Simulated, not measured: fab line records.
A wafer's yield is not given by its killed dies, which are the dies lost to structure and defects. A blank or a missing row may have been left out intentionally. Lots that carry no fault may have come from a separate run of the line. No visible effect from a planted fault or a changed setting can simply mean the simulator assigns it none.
Matching of chambers ; flow n5 finfet ; 4 sister chambers for N5_MOL_CONTACT_COAG_ETCH_59 on rie diel-05
The step etches underlayer in N2/H2, target depth 13 nm, time 10.4 s. 20 wafers are shown with their chamber, then 10 later ones without.

== WAFERS, EACH WITH ITS CHAMBER ==
wafer;chamber;drypump motor current A (A);throttle valve pct (%);oes product au (a.u.)
L076.3;0;5.1;18.29;0.61
L076.5;2;5.8;17.57;0.59
L076.6;3;5.9;17.97;0.59
L077.2;3;5.9;17.96;0.58
L077.3;0;5.1;18.27;0.60
L077.4;3;5.9;17.99;0.58
L080.3;1;5.7;17.59;0.65
L080.4;2;5.8;17.16;0.82
L080.5;3;5.9;17.99;0.58
L084.1;2;5.8;17.16;0.80
L084.2;3;5.9;18.01;0.57
L084.6;0;5.1;17.85;0.79
L086.1;2;5.8;17.17;0.78
L086.5;2;5.8;17.18;0.78
L086.6;3;5.9;18.02;0.56
L089.1;2;5.8;17.19;0.79
L089.4;0;5.0;17.85;0.78
L089.6;1;5.7;17.63;0.63
L090.2;1;5.7;17.63;0.63
L090.3;2;5.8;17.19;0.77

SIGNATURES, as means of the wafers listed above
reading;chamber 0;chamber 1;chamber 2;chamber 3;scatter within a chamber
drypump motor current A;5.075;5.700;5.800;5.900;0.0217
throttle valve pct;18.0650;17.6167;17.2314;17.9900;0.142
oes product au;0.6950;0.6367;0.7614;0.5767;0.0658
Rule: a wafer's distance from a chamber is the root of the sum, over the readings, of the square of ((its reading less the chamber's mean) divided by the reading's scatter). If the next closest chamber is less than 2 further off than the closest, the wafer can't be placed; otherwise it belongs to the closest. The scatter: the root of (the sum of the squares of (reading less its chamber's mean) over the shown wafers, divided by (wafers less chambers)).

== WAFERS WHOSE CHAMBER IS MISSING ==
wafer;drypump motor current A (A);throttle valve pct (%);oes product au (a.u.)
L090.6;5.1;17.87;0.77
L091.1;5.9;18.04;0.57
L091.2;5.7;17.62;0.63
L091.3;5.1;17.86;0.78
L096.1;5.6;17.67;0.62
L096.3;5.8;17.22;0.74
L096.6;5.7;17.67;0.62
L097.3;5.6;17.65;0.62
L097.4;5.1;17.89;0.74
L097.6;5.6;17.67;0.62

== CHAMBER TAKEN BY EACH ==
wafer;from the rows above;in truth
L090.6;0;0
L091.1;3;3
L091.2;1;1
L091.3;0;0
L096.1;1;1
L096.3;2;2
L096.6;1;1
L097.3;1;1
L097.4;0;0
L097.6;1;1
Correctly placed: 10 of 10. From these rows, 0 cannot be placed. Wrongly placed: 0.
